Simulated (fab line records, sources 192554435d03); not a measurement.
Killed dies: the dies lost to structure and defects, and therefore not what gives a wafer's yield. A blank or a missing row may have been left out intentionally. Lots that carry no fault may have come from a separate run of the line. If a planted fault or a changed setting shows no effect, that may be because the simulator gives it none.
Split-lot study    flow n5_finfet    on a route of 1938 steps: 7 lots, 21 wafers read

## THE SPLIT
At N5_WELL_APT_PEB_23 (peb time 90 s), the setting peb_temp_c was moved away from the recipe's 130 C on 5 of the 21 wafers read, by -2.2% to +2.8%. The other wafers ran this setting at the recipe's value.

## FROM THE SPLIT TO THE READING: what the file shows between them, 2 steps
- N5_WELL_APT_DEVELOP_24: develop time 45 s
- N5_WELL_APT_HARDBAKE_29: time 120 s

## THE READING
cd_nm, in nm, at N5_WELL_APT_CD_MEAS_25 (target cd 200 nm). Fault-free wafers of this fab line usually give 199.1 nm, standard deviation 2.6 nm.

wafer   tool, chamber at the split  peb_temp_c as run, C  against the recipe  cd_nm, nm  against lot-mates on the recipe
L078.4  litho_track-03, 0           130                   recipe              201.5      -
L078.5  litho_track-03, 0           132.5                 +1.9%               213.5      +13.6
L078.6  litho_track-03, 0           130                   recipe              198.4      -
L082.3  litho_track-01, 0           130                   recipe              195.5      -
L082.4  litho_track-01, 0           130                   recipe              195.9      -
L082.5  litho_track-01, 0           130                   recipe              196.3      -
L085.2  litho_track-04, 0           130                   recipe              202.7      -
L085.3  litho_track-04, 0           133.7                 +2.8%               216.3      +15.0
L085.5  litho_track-04, 0           130                   recipe              200.0      -
L088.2  litho_track-01, 0           130                   recipe              195.3      -
L088.3  litho_track-01, 0           127.1                 -2.2%               179.1      -16.2
L088.6  litho_track-01, 0           127.1                 -2.2%               177.2      -18.1
L089.1  litho_track-01, 0           130                   recipe              199.0      -
L089.2  litho_track-01, 0           130                   recipe              195.4      -
L089.5  litho_track-01, 0           130                   recipe              198.9      -
L091.1  litho_track-01, 0           130                   recipe              196.7      -
L091.3  litho_track-01, 0           130                   recipe              198.9      -
L091.5  litho_track-01, 0           130                   recipe              196.6      -
L093.2  litho_track-04, 0           130                   recipe              198.9      -
L093.5  litho_track-04, 0           131.4                 +1.1%               204.9      +3.9
L093.6  litho_track-04, 0           130                   recipe              203.1      -

FIT RESULTS
A straight line over all 21 wafers: cd_nm changes by +7.78 nm for each +1% of peb_temp_c; r = +0.96; the points scatter about the line by 2.6 nm.
The same after taking each lot's own level away (the mean of its wafers on the recipe; 21 wafers): +6.55 nm for each +1%; r = +0.97; scatter 1.8 nm.
That fit puts the effect of the largest move of peb_temp_c on the reading at 19 nm.
The span of the lots' own levels, 195.30 to 201.35 nm, comes to 2.3 times the standard deviation stated above.
In other words, the slope is changed by the lot-to-lot level; the two fits disagree.
Check: for one of the wafers moved furthest among these (+2.8%), held out of the fit, the line's prediction against its lot-mates is +20.1 nm. Against them it came out at +15 nm.

## THE WHOLE CHAIN: every reading that the file lists as answering this split, in the file's order
step                    what it does              reading                                                          change (the file's fit)               r (the file's)
N5_WELL_APT_CD_MEAS_25  target cd 200 nm          cd_nm                                                            +6.18 nm for each +1% of the setting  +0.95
N5_WELL_APT_DESCUM_30   chemistry O2, time 7.9 s  WELL_APT.cd_nm (the simulator's own value, which no gauge read)  +6.27 nm for each +1% of the setting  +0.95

## THE FILE'S OWN FIT
cd_nm changes by +6.18 nm for each +1% of peb_temp_c, r = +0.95.
